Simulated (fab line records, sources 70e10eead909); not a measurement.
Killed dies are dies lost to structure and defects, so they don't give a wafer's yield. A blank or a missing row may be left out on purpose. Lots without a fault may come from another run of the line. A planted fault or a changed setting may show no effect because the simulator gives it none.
Chamber matching | flow nand_harc | NHARC_P_STI_CMP_21 on cmp-03: 4 sister chambers
The step polishes, t overpolish 20 s, target thk 380.67 nm. 4 wafers are shown with their chamber, then 7 later ones without.

WAFERS WITH THEIR CHAMBER
wafer  | chamber | motor_current_A (A)
L899.5 | 2       | 13.1
L902.6 | 3       | 12.5
L910.3 | 1       | 12.3
L910.5 | 0       | 12.0

WAFERS WITHOUT THEIR CHAMBER
wafer  | motor_current_A (A)
L910.6 | 11.9
L912.3 | 13.0
L912.4 | 12.1
L912.6 | 13.0
L911.2 | 11.7
L911.3 | 13.4
L911.4 | 12.4

WHICH CHAMBER EACH WENT THROUGH
wafer  | from the rows above          | in truth
L910.6 | can't be placed: 0 or 1      | 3
L912.3 | 2                            | 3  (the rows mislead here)
L912.4 | can't be placed: 0 or 1 or 3 | 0
L912.6 | 2                            | 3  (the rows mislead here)
L911.2 | can't be placed: 0 or 1      | 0
L911.3 | 2                            | 2
L911.4 | can't be placed: 1 or 3 or 0 | 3
Placed correctly: 1 of 7. Can't be placed from these rows: 4 (the true chamber is among the candidates in 3). Placed wrongly: 2.
How it was worked out, from the rows above alone: a wafer's distance from a chamber is the root of the sum, over the readings, of the square of ((its reading less the chamber's mean) divided by the reading's scatter). The wafer belongs to the nearest chamber; if the next one is less than 2 further off, it can't be placed. A chamber's mean is the mean of its shown wafers. The scatter: with one shown wafer a chamber, the root of the mean of the squares of how far each hidden wafer lies from its nearest shown one.
